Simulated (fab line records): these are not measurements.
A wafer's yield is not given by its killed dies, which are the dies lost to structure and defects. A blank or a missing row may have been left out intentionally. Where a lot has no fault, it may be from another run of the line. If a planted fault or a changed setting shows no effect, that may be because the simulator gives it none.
Split-lot study + flow n5Finfet + on a route of 1938 steps: 7 lots, 39 wafers read

ON THE SPLIT
At N5_DUMMY_GATE_ETCH_31 (etches SiO2 in C4F6/O2, target depth 82.5 nm, time 27.5 s), the setting targetDepthA was moved away from the recipe's 825 angstrom on 18 of the 39 wafers read, by -10.9% to +11.3%. All remaining wafers had this setting at the recipe value.

The split's own step is where the reading is taken.

THE READING
SOC_of_DUMMY_GATE_COAT_34.thkNm (the simulator's own value, which no gauge read), in nm, at N5_DUMMY_GATE_ETCH_31 (etches SiO2 in C4F6/O2, target depth 82.5 nm, time 27.5 s). The file gives no usual value for it. Here, 21 wafers ran the recipe; their average is 52.0 nm with a standard deviation of 0.23 nm.

| wafer  | tool, chamber at the split | targetDepthA as run, angstrom | against the recipe | SOC_of_DUMMY_GATE_COAT_34.thkNm, nm | against lot-mates on the recipe |
|--------|----------------------------|-------------------------------|--------------------|-------------------------------------|---------------------------------|
| L075.1 | rieDiel-04, 1              | 917                           | +11.2%             | 51                                  | -0.9                            |
| L075.2 | rieDiel-04, 3,0            | 825                           | recipe             | 51.8                                | -                               |
| L075.3 | rieDiel-04, 3,0            | 825                           | recipe             | 51.8                                | -                               |
| L075.4 | rieDiel-04, 2              | 825                           | recipe             | 52.2                                | -                               |
| L075.5 | rieDiel-04, 2              | 917                           | +11.2%             | 51.4                                | -0.5                            |
| L075.6 | rieDiel-04, 3              | 917                           | +11.2%             | 51                                  | -0.9                            |
| L079.1 | rieDiel-02, 1              | 761.8                         | -7.7%              | 52.4                                | +0.4                            |
| L079.2 | rieDiel-02, 0              | 825                           | recipe             | 52                                  | -                               |
| L079.3 | rieDiel-02, 3              | 825                           | recipe             | 52.2                                | -                               |
| L079.4 | rieDiel-02, 2              | 825                           | recipe             | 51.8                                | -                               |
| L079.5 | rieDiel-02, 0              | 761.8                         | -7.7%              | 52.8                                | +0.8                            |
| L079.6 | rieDiel-02, 3              | 761.8                         | -7.7%              | 52.8                                | +0.8                            |
| L080.1 | rieDiel-04, 2              | 825                           | recipe             | 52.4                                | -                               |
| L080.2 | rieDiel-04, 0              | 880.6                         | +6.7%              | 51.4                                | -0.7                            |
| L080.3 | rieDiel-04, 1              | 825                           | recipe             | 51.8                                | -                               |
| L080.4 | rieDiel-04, 3              | 880.6                         | +6.7%              | 51.2                                | -0.9                            |
| L080.5 | rieDiel-04, 0              | 880.6                         | +6.7%              | 51.6                                | -0.5                            |
| L080.6 | rieDiel-04, 3              | 825                           | recipe             | 52                                  | -                               |
| L083.1 | rieDiel-04, 3              | 825                           | recipe             | 52                                  | -                               |
| L083.2 | rieDiel-04, 1              | 775.1                         | -6.0%              | 52.6                                | +0.5                            |
| L083.3 | rieDiel-04, 2              | 825                           | recipe             | 52.4                                | -                               |
| L083.4 | rieDiel-04, 0              | 825                           | recipe             | 52                                  | -                               |
| L083.5 | rieDiel-04, 2              | 775.1                         | -6.0%              | 53                                  | +0.9                            |
| L083.6 | rieDiel-04, 1              | 775.1                         | -6.0%              | 52.8                                | +0.7                            |
| L090.2 | rieDiel-03, 0              | 825                           | recipe             | 51.8                                | -                               |
| L090.3 | rieDiel-03, 1              | 825                           | recipe             | 52.2                                | -                               |
| L090.4 | rieDiel-03, 2              | 825                           | recipe             | 52.2                                | -                               |
| L093.1 | rieDiel-04, 2              | 825                           | recipe             | 52                                  | -                               |
| L093.2 | rieDiel-04, 0              | 734.7                         | -10.9%             | 52.8                                | +0.9                            |
| L093.3 | rieDiel-04, 3              | 825                           | recipe             | 51.8                                | -                               |
| L093.4 | rieDiel-04, 1              | 734.7                         | -10.9%             | 52.6                                | +0.7                            |
| L093.5 | rieDiel-04, 3              | 734.7                         | -10.9%             | 52.8                                | +0.9                            |
| L093.6 | rieDiel-04, 0              | 825                           | recipe             | 51.8                                | -                               |
| L096.1 | rieDiel-02, 2              | 825                           | recipe             | 51.4                                | -                               |
| L096.2 | rieDiel-02, 1              | 825                           | recipe             | 51.8                                | -                               |
| L096.3 | rieDiel-02, 0              | 917.9                         | +11.3%             | 50.8                                | -0.9                            |
| L096.4 | rieDiel-02, 1              | 917.9                         | +11.3%             | 50.6                                | -1.1                            |
| L096.5 | rieDiel-02, 0              | 825                           | recipe             | 52                                  | -                               |
| L096.6 | rieDiel-02, 2              | 917.9                         | +11.3%             | 50.4                                | -1.3                            |
When a row names more than one chamber, that row covers several wafers, and the file does not tell which wafer ran in which chamber.

THE FIT
A straight line over all 39 wafers: SOC_of_DUMMY_GATE_COAT_34.thkNm changes by -0.0924 nm for each +1% of targetDepthA; r = -0.92; the points scatter about the line by 0.26 nm.
The same after taking each lot's own level away (the mean of its wafers on the recipe; 39 wafers): -0.0876 nm for each +1%; r = -0.94; scatter 0.2 nm.
The reading moves by 0.99 nm for the largest change in targetDepthA, on that fit.
Measured against the standard deviation above, the lots' own levels, which go from 51.73 to 52.13 nm, span 1.7 times it.
The two slopes are in agreement: the lot-to-lot level therefore moves the slope only a little.
Check: for one of the wafers moved furthest among these (+11.3%), held out of the fit, the line's prediction against its lot-mates is -0.993 nm. It came out at -0.933 nm against them.

OTHER SPLITS APPLIED TO THESE WAFERS
These wafers also went through other splits before the reading. Each is held against what the fit with the lots' levels taken away leaves over:
| other split on the same wafers    | wafers away from the commonest value | r with SOC_of_DUMMY_GATE_COAT_34.thkNm (lot level and that fit taken away) |
|-----------------------------------|--------------------------------------|----------------------------------------------------------------------------|
| N5_ZERO_LAYER_PECVD_02 targetThkA | 9                                    | +0.17                                                                      |

THE WHOLE CHAIN: every reading that the file lists as answering this split, in the file's order
| step                  | what it does                                              | reading                                                                          | change (the file's fit)                | r (the file's) |
|-----------------------|-----------------------------------------------------------|----------------------------------------------------------------------------------|----------------------------------------|----------------|
| N5_DUMMY_GATE_ETCH_31 | etches SiO2 in C4F6/O2, target depth 82.5 nm, time 27.5 s | etch.depthNm (the simulator's own value, which no gauge read)                    | +0.779 nm for each +1% of the setting  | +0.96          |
| N5_DUMMY_GATE_ETCH_31 | etches SiO2 in C4F6/O2, target depth 82.5 nm, time 27.5 s | SOC_of_DUMMY_GATE_COAT_34.thkNm (the simulator's own value, which no gauge read) | -0.0876 nm for each +1% of the setting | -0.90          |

THE FILE'S OWN FIT
SOC_of_DUMMY_GATE_COAT_34.thkNm changes by -0.0876 nm for each +1% of targetDepthA, r = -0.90.
